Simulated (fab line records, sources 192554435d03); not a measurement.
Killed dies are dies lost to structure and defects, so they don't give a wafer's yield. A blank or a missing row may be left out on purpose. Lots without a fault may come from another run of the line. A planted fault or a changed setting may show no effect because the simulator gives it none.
Chamber matching | flow n5_finfet | N5_MOL_CONTACT_COAG_ETCHBACK_136 on rie_diel-01: 4 sister chambers
The step etches SiO2 in CHF3, target depth 25 nm, time 16.7 s. 24 wafers are shown with their chamber, then 12 later ones without.

WAFERS WITH THEIR CHAMBER
wafer  | chamber | throttle_valve_pct (%) | drypump_motor_current_A (A) | rf_vpp_V (V)
L074.2 | 2       | 19.27                  | 5.89                        | 516
L074.3 | 1       | 18.93                  | 5.56                        | 537
L074.4 | 0       | 18.45                  | 5.12                        | 510
L075.1 | 3       | 18.67                  | 5.50                        | 539
L075.5 | 2       | 19.27                  | 5.84                        | 519
L075.6 | 1       | 18.94                  | 5.56                        | 539
L076.3 | 0       | 18.47                  | 5.11                        | 508
L076.4 | 2       | 19.29                  | 5.85                        | 518
L076.6 | 1       | 18.95                  | 5.55                        | 539
L077.3 | 0       | 18.48                  | 5.12                        | 509
L077.4 | 1       | 18.94                  | 5.55                        | 539
L077.6 | 1       | 18.94                  | 5.56                        | 539
L080.4 | 0       | 18.49                  | 5.13                        | 509
L080.5 | 2       | 19.31                  | 5.86                        | 516
L080.6 | 1       | 18.97                  | 5.56                        | 539
L082.1 | 0       | 18.46                  | 5.14                        | 508
L082.3 | 1       | 18.96                  | 5.56                        | 536
L082.5 | 1       | 18.96                  | 5.56                        | 538
L083.1 | 1       | 18.94                  | 5.57                        | 538
L083.3 | 3       | 18.71                  | 5.53                        | 538
L083.5 | 2       | 19.30                  | 5.85                        | 518
L085.1 | 2       | 19.32                  | 5.82                        | 516
L085.4 | 1       | 18.97                  | 5.57                        | 539
L085.5 | 2       | 19.32                  | 5.80                        | 518

SIGNATURES (means of the wafers above)
reading                 | chamber 0 | chamber 1 | chamber 2 | chamber 3 | scatter within a chamber
throttle_valve_pct      | 18.4700   | 18.9500   | 19.2971   | 18.6900   | 0.0178
drypump_motor_current_A | 5.1240    | 5.5600    | 5.8443    | 5.5150    | 0.0178
rf_vpp_V                | 508.80    | 538.30    | 517.29    | 538.50    | 1.07
Rule: a wafer's distance from a chamber is the root of the sum, over the readings, of the square of ((its reading less the chamber's mean) divided by the reading's scatter). The wafer belongs to the nearest chamber; if the next one is less than 2 further off, it can't be placed. The scatter: the root of (the sum of the squares of (reading less its chamber's mean) over the shown wafers, divided by (wafers less chambers)).

WAFERS WITHOUT THEIR CHAMBER
wafer  | throttle_valve_pct (%) | drypump_motor_current_A (A) | rf_vpp_V (V)
L089.2 | 18.98                  | 5.56                        | 538
L089.4 | 18.50                  | 5.13                        | 509
L089.6 | 18.96                  | 5.56                        | 538
L094.1 | 18.51                  | 5.13                        | 508
L094.2 | 18.76                  | 5.55                        | 537
L094.4 | 18.96                  | 5.86                        | 527
L095.1 | 18.53                  | 5.13                        | 509
L095.4 | 18.98                  | 5.87                        | 526
L095.5 | 19.00                  | 5.55                        | 538
L097.1 | 18.54                  | 5.13                        | 508
L097.2 | 18.78                  | 5.57                        | 537
L097.6 | 18.54                  | 5.13                        | 507

WHICH CHAMBER EACH WENT THROUGH
wafer  | from the rows above     | in truth
L089.2 | 1                       | 1
L089.4 | 0                       | 0
L089.6 | 1                       | 1
L094.1 | 0                       | 0
L094.2 | 3                       | 3
L094.4 | can't be placed: 1 or 2 | 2
L095.1 | 0                       | 0
L095.4 | can't be placed: 2 or 1 | 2
L095.5 | 1                       | 1
L097.1 | 0                       | 0
L097.2 | 3                       | 3
L097.6 | 0                       | 0
Placed correctly: 10 of 12. Can't be placed from these rows: 2 (the true chamber is among the candidates in 2). Placed wrongly: 0.
